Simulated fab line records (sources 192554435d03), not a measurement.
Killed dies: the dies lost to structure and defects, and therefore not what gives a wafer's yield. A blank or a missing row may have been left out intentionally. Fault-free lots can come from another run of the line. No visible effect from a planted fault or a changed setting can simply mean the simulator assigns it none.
Chamber matching    flow n5-finfet    N5_HKMG_FIN_STRIP_34 on rie-diel-03: 4 sister chambers
The step strips in CF4. 22 wafers are shown with their chamber, then 11 later ones without.

## WAFERS WITH THEIR CHAMBER
wafer   chamber  drypump-motor-current-A (A)  showerhead-plenum-p-Torr (Torr)  throttle-valve-pct (%)
L075.2  2        5.3                          1.82                             13.75
L075.4  2        5.3                          1.82                             13.76
L075.6  3        6.3                          1.72                             13.88
L079.3  2        5.3                          1.81                             13.78
L079.4  2        5.3                          1.81                             13.78
L079.6  0        5.7                          1.87                             13.53
L081.2  0        5.7                          1.87                             13.55
L081.3  3        6.3                          1.72                             13.93
L081.5  0        5.7                          1.87                             13.56
L082.1  2        5.3                          1.81                             13.78
L082.2  0        5.6                          1.87                             13.55
L082.4  3        6.3                          1.72                             13.93
L084.1  0        5.7                          1.87                             13.54
L084.2  2        5.3                          1.81                             13.80
L084.6  2        5.3                          1.81                             13.81
L088.2  3        6.3                          1.71                             13.97
L088.3  2        5.3                          1.81                             13.83
L088.5  1        5.2                          1.80                             13.52
L090.1  3        6.3                          1.71                             13.96
L090.4  0        5.7                          1.87                             13.60
L090.5  1        5.2                          1.80                             13.52
L089.2  1        5.2                          1.80                             13.52

SIGNATURES (averages over the wafers above)
reading                   chamber 0  chamber 1  chamber 2  chamber 3  scatter within a chamber
drypump-motor-current-A   5.683      5.200      5.300      6.300      0.0215
showerhead-plenum-p-Torr  1.8700     1.8000     1.8125     1.7160     0.00387
throttle-valve-pct        13.5550    13.5200    13.7862    13.9340    0.0265
Rule: for each reading, subtract the chamber's mean from the wafer's reading, divide by that reading's scatter and square the result; add these up over the readings and take the root, which gives the wafer's distance from the chamber. If the next closest chamber is less than 2 further off than the closest, the wafer can't be placed; otherwise it belongs to the closest. The scatter: the root of (the sum of the squares of (reading less its chamber's mean) over the shown wafers, divided by (wafers less chambers)).

## WAFERS WHOSE CHAMBER IS MISSING
wafer   drypump-motor-current-A (A)  showerhead-plenum-p-Torr (Torr)  throttle-valve-pct (%)
L089.3  5.6                          1.87                             13.59
L089.4  6.3                          1.71                             13.97
L091.3  5.7                          1.86                             13.60
L091.5  5.2                          1.80                             13.53
L091.6  5.7                          1.87                             13.59
L092.3  5.2                          1.80                             13.53
L092.4  6.3                          1.71                             13.98
L092.6  5.3                          1.81                             13.87
L097.2  5.3                          1.79                             13.57
L097.4  5.3                          1.79                             13.55
L097.5  5.7                          1.86                             13.63

## WHICH CHAMBER EACH ONE RAN IN
wafer   from the rows above  in truth
L089.3  0                    0
L089.4  3                    3
L091.3  0                    0
L091.5  1                    1
L091.6  0                    0
L092.3  1                    1
L092.4  3                    3
L092.6  2                    2
L097.2  1                    1
L097.4  1                    1
L097.5  0                    0
Correct placement for 11 of the 11. Left unplaced by these rows: 0. Wrongly placed: 0.
